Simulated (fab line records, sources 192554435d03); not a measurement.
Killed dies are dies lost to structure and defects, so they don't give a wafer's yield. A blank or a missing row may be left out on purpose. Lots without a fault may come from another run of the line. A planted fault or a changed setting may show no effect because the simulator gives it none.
Split-lot experiment | flow n5_finfet | 7 lots, 21 wafers read, on a route of 1938 steps

THE SPLIT
At N5_HKMG_FIN_ETCH_54 (etches SiARC in CF4, target depth 45.5 nm, time 75.8 s), the setting source_w was moved away from the recipe's 545 W on 4 of the 21 wafers read, by -16.6% to +15.6%. The other wafers ran this setting at the recipe's value.

The reading is taken at the split's own step.

THE READING
rf_vpp_V, in V, at N5_HKMG_FIN_ETCH_54 (etches SiARC in CF4, target depth 45.5 nm, time 75.8 s). Fault-free wafers of this fab line usually give 184.3 V, standard deviation 1.1 V.

wafer  | tool, chamber at the split | source_w as run, W | against the recipe | rf_vpp_V, V | against lot-mates on the recipe
L074.1 | rie_diel-04, 0             | 545                | recipe             | 184.5       | -
L074.5 | rie_diel-04, 1             | 545                | recipe             | 184.7       | -
L074.6 | rie_diel-04, 2             | 545                | recipe             | 183.6       | -
L076.1 | rie_diel-05, 3             | 545                | recipe             | 185.1       | -
L076.5 | rie_diel-05, 0             | 471.4              | -13.5%             | 195.3       | +10.2
L076.6 | rie_diel-05, 1             | 471.4              | -13.5%             | 192.7       | +7.6
L084.1 | rie_diel-05, 0             | 545                | recipe             | 184.7       | -
L084.3 | rie_diel-05, 2             | 545                | recipe             | 184.8       | -
L084.6 | rie_diel-05, 2             | 545                | recipe             | 182.8       | -
L085.1 | rie_diel-04, 2             | 545                | recipe             | 184.3       | -
L085.5 | rie_diel-04, 3             | 545                | recipe             | 184.8       | -
L085.6 | rie_diel-04, 0             | 545                | recipe             | 182.8       | -
L087.1 | rie_diel-02, 3             | 545                | recipe             | 183.1       | -
L087.2 | rie_diel-02, 0             | 545                | recipe             | 182.8       | -
L087.3 | rie_diel-02, 2             | 454.7              | -16.6%             | 194.3       | +11.4
L089.4 | rie_diel-04, 3             | 545                | recipe             | 185.7       | -
L089.5 | rie_diel-04, 2             | 545                | recipe             | 186.6       | -
L089.6 | rie_diel-04, 1             | 545                | recipe             | 184.7       | -
L094.2 | rie_diel-05, 1             | 545                | recipe             | 182.8       | -
L094.5 | rie_diel-05, 3             | 630.1              | +15.6%             | 175.6       | -8.2
L094.6 | rie_diel-05, 2             | 545                | recipe             | 184.8       | -

THE FIT
A straight line over all 21 wafers: rf_vpp_V changes by -0.634 V for each +1% of source_w; r = -0.96; the points scatter about the line by 1.2 V.
The same after taking each lot's own level away (the mean of its wafers on the recipe; 21 wafers): -0.625 V for each +1%; r = -0.98; scatter 0.91 V.
On that fit, the largest move of source_w shifts the reading by 10 V.
The lots' own levels span 182.95 to 185.67 V, that is 2.5 times the standard deviation above.
So the lot-to-lot level changes the slope little: the two slopes agree.
Check: with one of the wafers moved furthest among these (-16.6%) left out of the fit, the line predicts +10.1 V for it against its lot-mates. It came out at +11.4 V against them.
Tool readings at the split's step, against how far the setting was moved: etch_rf_on_time_s r = -0.93; rf_vpp_V r = -0.96.

OTHER SPLITS ON THESE WAFERS
These wafers also went through other splits before the reading. Each is held against what the fit with the lots' levels taken away leaves over:
other split on the same wafers       | wafers away from the commonest value | r with rf_vpp_V (lot level and that fit taken away)
N5_SD_EPI_N_COAT_33 spin_rpm         | 7                                    | -0.26
N5_SD_EPI_N_ETCH_35 time_s           | 3                                    | -0.01
N5_SD_EPI_N_ETCH_45 target_depth_a   | 8                                    | +0.21
N5_SD_EPI_N_EPI_21 epi_growth_time_s | 6                                    | -0.27
N5_SDB_CUT_ETCH_26 icp_w             | 7                                    | +0.14
N5_SDB_ALD_29 ald_cycles             | 7                                    | +0.09

THE WHOLE CHAIN: every reading that the file lists as answering this split, in the file's order
step                | what it does                                           | reading           | change (the file's fit)              | r (the file's)
N5_HKMG_FIN_ETCH_54 | etches SiARC in CF4, target depth 45.5 nm, time 75.8 s | etch_rf_on_time_s | withheld for each +1% of the setting | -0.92
N5_HKMG_FIN_ETCH_54 | etches SiARC in CF4, target depth 45.5 nm, time 75.8 s | rf_vpp_V          | -0.625 V for each +1% of the setting | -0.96

THE FILE'S OWN FIT
rf_vpp_V changes by -0.625 V for each +1% of source_w, r = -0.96.
